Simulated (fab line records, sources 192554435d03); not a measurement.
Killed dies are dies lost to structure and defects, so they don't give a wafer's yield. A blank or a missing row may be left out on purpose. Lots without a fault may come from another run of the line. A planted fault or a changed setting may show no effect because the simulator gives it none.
fab line records | flow n5_finfet
record lots=24 wafers=72 last_day=17
route steps=1938 shown BEOL_M4@1073 BEOL_M5@1112
lots that met no fault: from a run of the same line without faults
start_h: hours from the record's first day to the start of the lot's first wafer shown | wait_h: hours since the lot's step before | " the same as in the row above | L1.1+2: a row that stands for several wafers | - no value, or no start given | * or withheld: withheld | < > ~ a bound
route shown NAME@n: a module of which the file shows steps, and the number in the route of the first | usual: mean/standard deviation of fault-free wafers | same: alike in all rows | chamber/n: place in a boat | sites: the reading at each site | _std_site: their standard deviation | _edge_site: outer sites' mean less inner sites' | radius_mm: how far each site lies from the wafer's centre | mask NAME#n: copy n | behind: the tool/chamber that last shaped the wafer | hold: why the lot was held/for how many hours/how that ended | device: the transistor (n, p or np) that didn't switch | end of line: the same wafers' tests at the end of the route | a step without rows: its recipe alone | killed: dies lost to structure and defects at the first sort, not the wafer's yield | map: a wafer's dies, x killed, . not, _ none there
set.NAME: the setting as run; set.NAME@STEP: as run at that earlier step | model.NAME: the simulator's own value behind a step, which no gauge read
steps of the route over a sample of lots; a table a step, a row a wafer
services: from which hour (start_h, from the record's first day; less than 0 if before it) a tool's chamber was out of use, for how many hours, and why
## steps
# step N5_BEOL_M4_OCD_MEAS_38
# usual trench_depth_nm=55.3/1.3
# columns lot.wafer tool chamber start_h wait_h trench_depth_nm
L074.1 ocd-02 - 159.39 - 55.8
L074.3 " - " " 55.2
L074.6 " - " " 55.6
L075.1 ocd-01 - 177.63 - 56.6
L075.4 " - " " 57.5
L075.5 " - " " 55.3
L077.2 ocd-01 - 185.20 - 57.0
L077.3 " - " " 54.9
L077.6 " - " " 56.4
L076.4 ocd-02 - 185.26 - 55.9
L076.5 " - " " 55.8
L076.6 " - " " 53.6
L078.1 ocd-01 - 185.31 - 57.0
L078.5 " - " " 55.6
L078.6 " - " " 54.8
L079.1 ocd-02 - 191.40 - 54.2
L079.4 " - " " 55.1
L079.5 " - " " 54.7
L081.2 ocd-02 - 194.77 - 53.7
L081.3 " - " " 57.1
L081.6 " - " " 55.9
L080.3 ocd-01 - 209.50 - 57.5
L080.4 " - " " 53.7
L080.5 " - " " 56.3
L082.3 ocd-01 - 209.98 - 56.2
L082.5 " - " " 56.8
L082.6 " - " " 54.2
L083.2 ocd-01 - 213.56 - 52.8
L083.3 " - " " 56.2
L083.5 " - " " 53.0
L084.2 ocd-01 - 231.11 - 55.2
L084.3 " - " " 54.5
L084.5 " - " " 53.3
L085.1 ocd-02 - 232.10 - 55.6
L085.4 " - " " 54.6
L085.5 " - " " 55.0
L088.4 ocd-01 - 237.51 - 55.5
L088.5 " - " " 55.1
L088.6 " - " " 54.0
L086.2 ocd-02 - 237.88 - 57.6
L086.3 " - " " 57.3
L086.6 " - " " 54.2
L087.1 ocd-02 - 253.39 - 55.6
L087.5 " - " " 55.7
L087.6 " - " " 55.8
L089.1 ocd-01 - 257.66 - 55.1
L089.3 " - " " 54.1
L089.5 " - " " 56.0
L090.4 ocd-02 - 263.66 - 56.3
L090.5 " - " " 53.3
L090.6 " - " " 55.0
L091.2 ocd-02 - 266.39 - 55.2
L091.4 " - " " 54.1
L091.6 " - " " 56.4
L093.2 ocd-01 - 269.99 - 55.1
L093.4 " - " " 54.6
L093.5 " - " " 54.6
L092.1 ocd-02 - 270.03 - 56.7
L092.2 " - " " 55.5
L092.3 " - " " 53.1
L094.1 ocd-02 - 288.27 - 55.3
L094.4 " - " " 53.3
L094.5 " - " " 56.8
L095.2 ocd-01 - 291.50 - 52.8
L095.5 " - " " 57.1
L095.6 " - " " 56.8
L096.2 ocd-01 - 295.30 - 55.0
L096.4 " - " " 56.7
L096.5 " - " " 56.7
L097.3 ocd-01 - 297.26 - 55.7
L097.4 " - " " 56.4
L097.5 " - " " 52.9
# step N5_BEOL_M4_ANNEAL_82
# recipe temp_c=400 time_s=240 ambient=vacuum
# usual heater_power_w=804/83
# columns lot.wafer tool chamber start_h wait_h heater_power_w
L074.1 pvd_sputter-01 - 161.39 0.0 885
L074.3 " - " " 836
L074.6 " - " " 837
L075.1 pvd_sputter-03 - 179.92 0.0 787
L075.4 " - " " 895
L075.5 " - " " 689
L077.2 pvd_sputter-02 - 186.68 0.0 729
L077.3 " - " " 872
L077.6 " - " " 640
L076.4 pvd_sputter-03 - 186.85 0.0 806
L076.5 " - " " 801
L076.6 " - " " 684
L078.1 pvd_sputter-01 - 186.89 0.0 877
L078.5 " - " " 886
L078.6 " - " " 869
L079.1 pvd_sputter-03 - 192.95 0.0 890
L079.4 " - " " 806
L079.5 " - " " 779
L081.2 pvd_sputter-02 - 196.94 0.0 850
L081.3 " - " " 717
L081.6 " - " " 738
L080.3 pvd_sputter-02 - 211.55 0.0 644
L080.4 " - " " 845
L080.5 " - " " 757
L082.3 pvd_sputter-01 - 213.29 0.0 886
L082.5 " - " " 885
L082.6 " - " " 868
L083.2 pvd_sputter-02 - 215.45 0.0 837
L083.3 " - " " 732
L083.5 " - " " 856
L084.2 pvd_sputter-02 - 233.26 0.0 837
L084.3 " - " " 869
L084.5 " - " " 816
L085.1 pvd_sputter-01 - 234.10 0.0 864
L085.4 " - " " 881
L085.5 " - " " 892
L088.4 pvd_sputter-03 - 239.33 0.0 889
L088.5 " - " " 890
L088.6 " - " " 815
L086.2 pvd_sputter-02 - 239.75 0.0 732
L086.3 " - " " 860
L086.6 " - " " 742
L087.1 pvd_sputter-02 - 255.01 0.0 863
L087.5 " - " " 740
L087.6 " - " " 858
L089.1 pvd_sputter-02 - 259.18 0.0 625
L089.3 " - " " 847
L089.5 " - " " 849
L090.4 pvd_sputter-02 - 265.89 0.0 901
L090.5 " - " " 646
L090.6 " - " " 852
L091.2 pvd_sputter-02 - 268.33 0.0 873
L091.4 " - " " 638
L091.6 " - " " 736
L092.1 pvd_sputter-01 - 271.89 0.0 902
L092.2 " - " " 848
L092.3 " - " " 858
L093.2 pvd_sputter-03 - 272.02 0.0 796
L093.4 " - " " 818
L093.5 " - " " 696
L094.1 pvd_sputter-02 - 289.69 0.0 864
L094.4 " - " " 725
L094.5 " - " " 640
L095.2 pvd_sputter-03 - 293.21 0.0 708
L095.5 " - " " 816
L095.6 " - " " 894
L096.2 pvd_sputter-02 - 298.18 0.0 854
L096.4 " - " " 863
L096.5 " - " " 747
L097.3 pvd_sputter-01 - 299.11 0.0 886
L097.4 " - " " 867
L097.5 " - " " 878
# step N5_BEOL_M4_PRE_CLEAN_60
# recipe gas=NH3/H2 time_s=15 temp_c=* rf_power_w=300
# usual heater_power_w=81/27
# columns lot.wafer tool chamber start_h wait_h heater_power_w
L074.1 cvd_co-02 2 163.45 0.0 50
L074.3 " 0 " " 114
L074.6 " 0 " " 114
L075.1 cvd_co-01 2 182.27 0.0 102
L075.4 " 1 " " 87
L075.5 " 2 " " 98
L077.2 cvd_co-01 1 188.76 0.0 91
L077.3 " 2 " " 97
L077.6 " 2 " " 103
L076.4 cvd_co-02 1 189.18 0.2 42
L076.5 " 2 " " 48
L076.6 " 0 " " 115
L078.1 cvd_co-02 2 189.28 0.3 50
L078.5 " 0 " " 113
L078.6 " 1 " " 43
L079.1 cvd_co-02 1 195.08 0.1 43
L079.4 " 1 " " 44
L079.5 " 2 " " 51
L081.2 cvd_co-01 1 199.00 0.0 90
L081.3 " 2 " " 99
L081.6 " 1 " " 88
L080.3 cvd_co-01 0 213.61 0.0 75
L080.4 " 1 " " 89
L080.5 " 2 " " 98
L082.3 cvd_co-02 1 215.50 0.1 44
L082.5 " 1 " " 43
L082.6 " 2 " " 50
L083.2 cvd_co-01 1 217.56 0.1 90
L083.3 " 2 " " 102
L083.5 " 2 " " 103
L084.2 cvd_co-01 1 235.45 0.0 89
L084.3 " 2 " " 101
L084.5 " 2 " " 99
L085.1 cvd_co-01 1 236.18 0.0 92
L085.4 " 2 " " 103
L085.5 " 0 " " 79
L088.4 cvd_co-02 0 241.46 0.1 115
L088.5 " 0 " " 115
L088.6 " 0 " " 116
L086.2 cvd_co-02 0 241.96 0.1 115
L086.3 " 0 " " 115
L086.6 " 0 " " 116
L087.1 cvd_co-01 0 260.22 0.0 77
L087.5 " 2 " " 100
L087.6 " 0 " " 78
L089.1 cvd_co-02 2 262.03 0.0 51
L089.3 " 1 " " 43
L089.5 " 2 " " 52
L090.4 cvd_co-01 2 268.39 0.1 106
L090.5 " 1 " " 90
L090.6 " 0 " " 77
L091.2 cvd_co-02 2 270.39 0.0 50
L091.4 " 0 " " 113
L091.6 " 1 " " 44
L092.1 cvd_co-01 0 273.96 0.0 76
L092.2 " 2 " " 101
L092.3 " 1 " " 89
L093.2 cvd_co-02 0 274.23 0.0 117
L093.4 " 0 " " 114
L093.5 " 1 " " 43
L094.1 cvd_co-02 0 291.75 0.0 115
L094.4 " 2 " " 52
L094.5 " 0 " " 116
L095.2 cvd_co-02 2 295.43 0.1 51
L095.5 " 1 " " 44
L095.6 " 0 " " 114
L096.2 cvd_co-01 2 300.24 0.0 101
L096.4 " 1 " " 89
L096.5 " 0 " " 74
L097.3 cvd_co-02 1 301.18 0.0 44
L097.4 " 2 " " 51
L097.5 " 1 " " 43
# step N5_BEOL_M4_CO_CAP_55
# recipe material=Co target_thk_a=20 temp_c=200 precursor=CCTBA/H2 pressure_torr=30 time_s=102.1
# usual heater_power_w=231/33
# columns lot.wafer tool chamber start_h wait_h heater_power_w
L074.1 cvd_co-02 2 163.49 0.0 190
L074.3 " 0 " " 272
L074.6 " 0 " " 272
L075.1 cvd_co-01 2 182.31 0.0 248
L075.4 " 1 " " 243
L075.5 " 2 " " 253
L077.2 cvd_co-01 1 188.80 0.0 240
L077.3 " 2 " " 252
L077.6 " 2 " " 259
L076.4 cvd_co-02 1 189.24 0.0 184
L076.5 " 2 " " 193
L076.6 " 0 " " 280
L078.1 cvd_co-02 2 189.32 0.0 190
L078.5 " 0 " " 274
L078.6 " 1 " " 184
L079.1 cvd_co-02 1 195.12 0.0 188
L079.4 " 1 " " 183
L079.5 " 2 " " 190
L081.2 cvd_co-01 1 199.04 0.0 246
L081.3 " 2 " " 254
L081.6 " 1 " " 241
L080.3 cvd_co-01 0 213.65 0.0 225
L080.4 " 1 " " 238
L080.5 " 2 " " 261
L082.3 cvd_co-02 1 215.57 0.1 184
L082.5 " 1 " " 186
L082.6 " 2 " " 191
L083.2 cvd_co-01 1 217.60 0.0 237
L083.3 " 2 " " 251
L083.5 " 2 " " 261
L084.2 cvd_co-01 1 235.49 0.0 247
L084.3 " 2 " " 252
L084.5 " 2 " " 253
L085.1 cvd_co-01 1 236.22 0.0 242
L085.4 " 2 " " 247
L085.5 " 0 " " 218
L088.4 cvd_co-02 0 241.62 0.1 270
L088.5 " 0 " " 275
L088.6 " 0 " " 269
L086.2 cvd_co-02 0 242.09 0.1 272
L086.3 " 0 " " 269
L086.6 " 0 " " 278
L087.1 cvd_co-01 0 260.26 0.0 223
L087.5 " 2 " " 258
L087.6 " 0 " " 231
L089.1 cvd_co-02 2 262.07 0.0 191
L089.3 " 1 " " 186
L089.5 " 2 " " 196
L090.4 cvd_co-01 2 268.45 0.0 255
L090.5 " 1 " " 241
L090.6 " 0 " " 225
L091.2 cvd_co-02 2 270.43 0.0 193
L091.4 " 0 " " 268
L091.6 " 1 " " 181
L092.1 cvd_co-01 0 274.00 0.0 229
L092.2 " 2 " " 254
L092.3 " 1 " " 243
L093.2 cvd_co-02 0 274.27 0.0 273
L093.4 " 0 " " 264
L093.5 " 1 " " 185
L094.1 cvd_co-02 0 291.79 0.0 274
L094.4 " 2 " " 194
L094.5 " 0 " " 274
L095.2 cvd_co-02 2 295.47 0.0 192
L095.5 " 1 " " 181
L095.6 " 0 " " 276
L096.2 cvd_co-01 2 300.28 0.0 256
L096.4 " 1 " " 240
L096.5 " 0 " " 224
L097.3 cvd_co-02 1 301.22 0.0 189
L097.4 " 2 " " 195
L097.5 " 1 " " 187
# step N5_BEOL_M5_ILD_DEP_00
# recipe material=SiCOH_lowk target_thk_a=1406.4 temp_c=300 precursor=DEMS/porogen pressure_torr=5 rf_w=500 time_s=25.9
# usual heater_power_w=285/38 showerhead_plenum_p_Torr=5.744/0.021 throttle_valve_pct=13.9/1.1
# columns lot.wafer tool chamber start_h wait_h heater_power_w showerhead_plenum_p_Torr throttle_valve_pct
L074.1 pecvd-01 2 164.69 0.8 279 5.719 15.3
L074.3 " 0 " " 343 5.782 13.6
L074.6 " 0 " " 258 5.769 13.6
L075.1 pecvd-02 1 183.52 0.8 256 5.763 15.6
L075.4 " 1 " " 249 5.761 15.9
L075.5 " 2 " " 321 5.725 13.2
L077.2 pecvd-01 0 190.03 0.7 308 5.758 13.6
L077.3 " 1 " " 330 5.726 15.3
L077.6 " 0 " " 315 5.765 13.8
L076.4 pecvd-02 2 190.46 0.4 260 5.723 13.3
L076.5 " 1 " " 261 5.770 15.8
L076.6 " 0 " " 282 5.741 13.0
L078.1 pecvd-02 0 190.97 0.8 245 5.739 12.9
L078.5 " 0 " " 248 5.738 12.8
L078.6 " 2 " " 296 5.707 12.9
L079.1 pecvd-02 0 196.32 0.8 286 5.748 12.7
L079.4 " 0 " " 287 5.750 12.7
L079.5 " 1 " " 229 5.776 16.0
L081.2 pecvd-01 0 200.27 0.7 307 5.757 13.5
L081.3 " 2 " " 318 5.707 15.4
L081.6 " 2 " " 316 5.713 15.4
L080.3 pecvd-02 0 214.97 0.5 287 5.739 13.0
L080.4 " 0 " " 297 5.748 13.1
L080.5 " 2 " " 310 5.721 13.0
L082.3 pecvd-02 1 216.83 0.5 201 5.770 15.5
L082.5 " 0 " " 300 5.748 13.0
L082.6 " 1 " " 210 5.790 15.7
L083.2 pecvd-02 1 218.83 0.7 257 5.769 15.7
L083.3 " 0 " " 261 5.737 13.0
L083.5 " 1 " " 256 5.773 15.6
L084.2 pecvd-04 2 236.70 0.7 243 5.736 13.9
L084.3 " 1 " " 280 5.750 13.8
L084.5 " 2 " " 246 5.740 14.0
L085.1 pecvd-04 2 237.44 0.8 215 5.731 13.8
L085.4 " 2 " " 222 5.734 13.7
L085.5 " 2 " " 224 5.726 14.0
L088.4 pecvd-02 2 242.88 0.4 326 5.712 13.1
L088.5 " 1 " " 229 5.760 15.5
L088.6 " 0 " " 287 5.752 13.1
L086.2 pecvd-01 2 243.40 0.7 285 5.695 12.7
L086.3 " 1 " " 365 5.740 14.7
L086.6 " 1 " " 356 5.750 15.1
L087.1 pecvd-01 0 261.45 0.8 292 5.776 13.4
L087.5 " 0 " " 298 5.773 13.6
L087.6 " 2 " " 256 5.722 12.4
L089.1 pecvd-04 2 263.27 0.8 226 5.746 13.7
L089.3 " 0 " " 272 5.730 12.9
L089.5 " 1 " " 311 5.746 13.7
L090.4 pecvd-04 2 269.63 0.4 251 5.754 13.9
L090.5 " 1 " " 307 5.753 13.9
L090.6 " 0 " " 302 5.729 13.2
L091.2 pecvd-02 1 271.63 0.7 239 5.763 15.8
L091.4 " 2 " " 325 5.729 13.2
L091.6 " 1 " " 243 5.772 15.6
L092.1 pecvd-04 1 275.20 0.8 326 5.749 13.8
L092.2 " 2 " " 226 5.760 13.8
L092.3 " 0 " " 305 5.737 12.9
L093.2 pecvd-02 0 275.47 0.7 286 5.745 12.9
L093.4 " 1 " " 266 5.772 15.9
L093.5 " 0 " " 296 5.751 12.9
L094.1 pecvd-04 1 292.99 0.8 270 5.740 13.7
L094.4 " 0 " " 294 5.715 12.9
L094.5 " 2 " " 226 5.738 13.9
L095.2 pecvd-01 0 296.70 0.7 333 5.767 13.9
L095.5 " 0 " " 271 5.775 13.6
L095.6 " 1 " " 381 5.743 15.1
L096.2 pecvd-02 0 301.49 0.7 247 5.745 13.3
L096.4 " 1 " " 253 5.774 15.6
L096.5 " 0 " " 253 5.732 13.1
L097.3 pecvd-04 0 302.42 0.5 291 5.720 12.9
L097.4 " 2 " " 188 5.742 14.2
L097.5 " 1 " " 287 5.762 14.0
# step N5_BEOL_M5_THK_MEAS_01
# recipe reads=SiCOH_lowk_of_BEOL_M5_ILD_DEP_00
# usual M5_ILD_THK=120.8/1.8
# columns lot.wafer tool chamber start_h wait_h M5_ILD_THK[nm]
L074.1 film_metro-02 - 165.26 0.4 119.5
L074.3 " - " " 117.4
L074.6 " - " " 121.0
L075.1 film_metro-02 - 184.10 0.4 120.9
L075.4 " - " " 122.6
L075.5 " - " " 124.2
L077.2 film_metro-02 - 190.60 0.4 120.9
L077.3 " - " " 122.2
L077.6 " - " " 121.4
L076.4 film_metro-02 - 191.02 0.2 123.1
L076.5 " - " " 121.7
L076.6 " - " " 120.7
L078.1 film_metro-02 - 191.97 0.4 117.4
L078.5 " - " " 120.4
L078.6 " - " " 122.3
L079.1 film_metro-02 - 196.89 0.4 118.2
L079.4 " - " " 119.1
L079.5 " - " " 122.1
L081.2 film_metro-02 - 200.86 0.4 118.5
L081.3 " - " " 121.1
L081.6 " - " " 121.0
L080.3 film_metro-01 - 216.98 1.0 119.8
L080.4 " - " " 120.0
L080.5 " - " " 123.8
L082.3 film_metro-01 - 217.40 0.3 118.5
L082.5 " - " " 118.1
L082.6 " - " " 120.7
L083.2 film_metro-02 - 219.73 0.4 120.9
L083.3 " - " " 119.0
L083.5 " - " " 121.9
L084.2 film_metro-01 - 237.29 0.4 117.6
L084.3 " - " " 121.1
L084.5 " - " " 120.8
L085.1 film_metro-02 - 238.03 0.4 119.0
L085.4 " - " " 119.8
L085.5 " - " " 120.7
L088.4 film_metro-02 - 243.44 0.2 123.7
L088.5 " - " " 121.2
L088.6 " - " " 120.3
L086.2 film_metro-02 - 243.98 0.4 121.7
L086.3 " - " " 119.7
L086.6 " - " " 121.1
L087.1 film_metro-01 - 262.04 0.4 118.4
L087.5 " - " " 120.8
L087.6 " - " " 123.0
L089.1 film_metro-01 - 263.84 0.4 120.7
L089.3 " - " " 125.0
L089.5 " - " " 123.2
L090.4 film_metro-01 - 270.19 0.2 121.1
L090.5 " - " " 120.3
L090.6 " - " " 124.6
L091.2 film_metro-02 - 272.20 0.4 118.8
L091.4 " - " " 123.6
L091.6 " - " " 121.6
L092.1 film_metro-01 - 275.93 0.4 120.1
L092.2 " - " " 119.5
L092.3 " - " " 120.7
L093.2 film_metro-02 - 276.06 0.4 118.8
L093.4 " - " " 120.7
L093.5 " - " " 120.8
L094.1 film_metro-02 - 294.04 0.8 120.7
L094.4 " - " " 122.5
L094.5 " - " " 118.8
L095.2 film_metro-02 - 298.19 0.7 117.8
L095.5 " - " " 119.9
L095.6 " - " " 121.6
L096.2 film_metro-01 - 302.06 0.4 119.3
L096.4 " - " " 120.4
L096.5 " - " " 120.8
L097.3 film_metro-01 - 302.99 0.3 122.9
L097.4 " - " " 121.4
L097.5 " - " " 121.5
## services
# columns tool chamber start_h hours kind
pecvd-04 0 142.65 15.8 repair
pecvd-02 - 156.71 0.9 repair
pvd_sputter-01 - 166.67 1.7 repair
pecvd-04 1 186.97 5.1 repair
pecvd-01 0 193.17 7.0 repair
cvd_co-01 - 195.01 0.2 repair
pecvd-01 2 202.38 - clean
pecvd-01 2 202.38 - consumable_replace:showerhead
pecvd-01 2 202.38 29.0 scheduled_down
pecvd-01 2 202.38 29.0 vent_cycle
pecvd-04 0 213.15 5.5 scheduled_down
cvd_co-02 0 214.70 22.8 repair
pecvd-04 - 216.52 1.1 repair
pecvd-04 0 230.12 17.9 repair
cvd_co-02 2 232.10 17.3 repair
pecvd-01 - 270.76 0.9 repair
pvd_sputter-03 - 277.53 2.1 repair
pecvd-02 1 292.93 5.5 scheduled_down
## key
fault none
